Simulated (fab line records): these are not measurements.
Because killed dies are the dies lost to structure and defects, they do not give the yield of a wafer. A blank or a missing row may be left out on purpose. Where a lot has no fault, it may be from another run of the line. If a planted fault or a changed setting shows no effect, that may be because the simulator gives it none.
Matching of chambers :: flow n5_finfet :: N5_BEOL_M15_DEP_53 on pecvd-01 has 3 sister chambers
The step deposits SiCN from 3MS/NH3, target thk 50 nm, time 17.8 s. 3 wafers are shown with their chamber, then 10 later ones without.

## EACH WAFER AND ITS CHAMBER
wafer: L086.2
chamber: 1
throttle_valve_pct (%): 16.7

wafer: L084.1
chamber: 2
throttle_valve_pct (%): 17.4

wafer: L084.4
chamber: 0
throttle_valve_pct (%): 19.5

## WAFERS MISSING THEIR CHAMBER
wafer: L084.5
throttle_valve_pct (%): 16.7

wafer: L096.1
throttle_valve_pct (%): 16.8

wafer: L096.2
throttle_valve_pct (%): 17.6

wafer: L096.5
throttle_valve_pct (%): 19.5

wafer: L092.2
throttle_valve_pct (%): 16.9

wafer: L092.3
throttle_valve_pct (%): 17.6

wafer: L092.5
throttle_valve_pct (%): 16.6

wafer: L094.2
throttle_valve_pct (%): 16.9

wafer: L094.3
throttle_valve_pct (%): 17.5

wafer: L094.4
throttle_valve_pct (%): 17.0

## EACH ONE'S CHAMBER
wafer: L084.5
from the rows above: 1
in truth: 1

wafer: L096.1
from the rows above: 1
in truth: 1

wafer: L096.2
from the rows above: 2
in truth: 2

wafer: L096.5
from the rows above: 0
in truth: 0

wafer: L092.2
from the rows above: can't be placed: 1 or 2
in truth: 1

wafer: L092.3
from the rows above: 2
in truth: 2

wafer: L092.5
from the rows above: 1
in truth: 1

wafer: L094.2
from the rows above: can't be placed: 1 or 2
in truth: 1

wafer: L094.3
from the rows above: 2
in truth: 2

wafer: L094.4
from the rows above: can't be placed: 1 or 2
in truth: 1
7 of 10 placed correctly. From these rows, 3 cannot be placed; in 3 the true chamber is one of the candidates. Wrongly placed: 0.
How it was worked out, from the rows above alone: a wafer's distance from a chamber is the root of the sum, over the readings, of the square of ((its reading less the chamber's mean) divided by the reading's scatter). The wafer belongs to the nearest chamber; if the next one is less than 2 further off, it can't be placed. A chamber's mean is the mean of its shown wafers. The scatter: root of mean squared gap, hidden wafer to nearest shown wafer, with one shown wafer a chamber.
